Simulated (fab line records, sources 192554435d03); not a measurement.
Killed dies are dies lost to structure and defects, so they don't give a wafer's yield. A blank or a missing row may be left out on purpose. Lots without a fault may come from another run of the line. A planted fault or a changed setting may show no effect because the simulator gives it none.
Chamber matching | flow n5_finfet | N5_BEOL_M3_ILD_DEP_00 on pecvd-03: 3 sister chambers
The step deposits SiOC from DEMS/O2, target thk 79 nm, time 15.3 s. 14 wafers are shown with their chamber, then 7 later ones without.

WAFERS WITH THEIR CHAMBER
wafer  | chamber | throttle_valve_pct (%) | showerhead_vpp_V (V) | heater_power_w (W)
L075.4 | 1       | 12.3                   | 1512                 | 527
L075.5 | 2       | 11.6                   | 1367                 | 626
L075.6 | 0       | 13.2                   | 1375                 | 438
L079.2 | 1       | 12.6                   | 1491                 | 502
L079.5 | 1       | 12.4                   | 1513                 | 498
L079.6 | 2       | 11.6                   | 1387                 | 671
L085.1 | 1       | 12.1                   | 1512                 | 561
L085.2 | 2       | 11.9                   | 1408                 | 666
L085.3 | 0       | 13.4                   | 1416                 | 378
L091.1 | 1       | 12.3                   | 1515                 | 458
L091.3 | 0       | 13.2                   | 1394                 | 441
L091.6 | 2       | 11.5                   | 1378                 | 642
L092.2 | 0       | 13.1                   | 1402                 | 383
L092.5 | 0       | 13.1                   | 1400                 | 391

SIGNATURES (means of the wafers above)
reading            | chamber 0 | chamber 1 | chamber 2 | scatter within a chamber
throttle_valve_pct | 13.200    | 12.340    | 11.650    | 0.16
showerhead_vpp_V   | 1397.40   | 1508.60   | 1385.00   | 14.1
heater_power_w     | 406.20    | 509.20    | 651.25    | 31.5
Rule: a wafer's distance from a chamber is the root of the sum, over the readings, of the square of ((its reading less the chamber's mean) divided by the reading's scatter). The wafer belongs to the nearest chamber; if the next one is less than 2 further off, it can't be placed. The scatter: the root of (the sum of the squares of (reading less its chamber's mean) over the shown wafers, divided by (wafers less chambers)).

WAFERS WITHOUT THEIR CHAMBER
wafer  | throttle_valve_pct (%) | showerhead_vpp_V (V) | heater_power_w (W)
L092.6 | 12.6                   | 1514                 | 472
L094.1 | 12.5                   | 1524                 | 515
L094.2 | 11.7                   | 1391                 | 628
L094.3 | 13.3                   | 1384                 | 365
L097.1 | 12.2                   | 1502                 | 512
L097.3 | 12.4                   | 1470                 | 495
L097.6 | 13.2                   | 1379                 | 424

WHICH CHAMBER EACH WENT THROUGH
wafer  | from the rows above | in truth
L092.6 | 1                   | 1
L094.1 | 1                   | 1
L094.2 | 2                   | 2
L094.3 | 0                   | 0
L097.1 | 1                   | 1
L097.3 | 1                   | 1
L097.6 | 0                   | 0
Placed correctly: 7 of 7. Can't be placed from these rows: 0. Placed wrongly: 0.
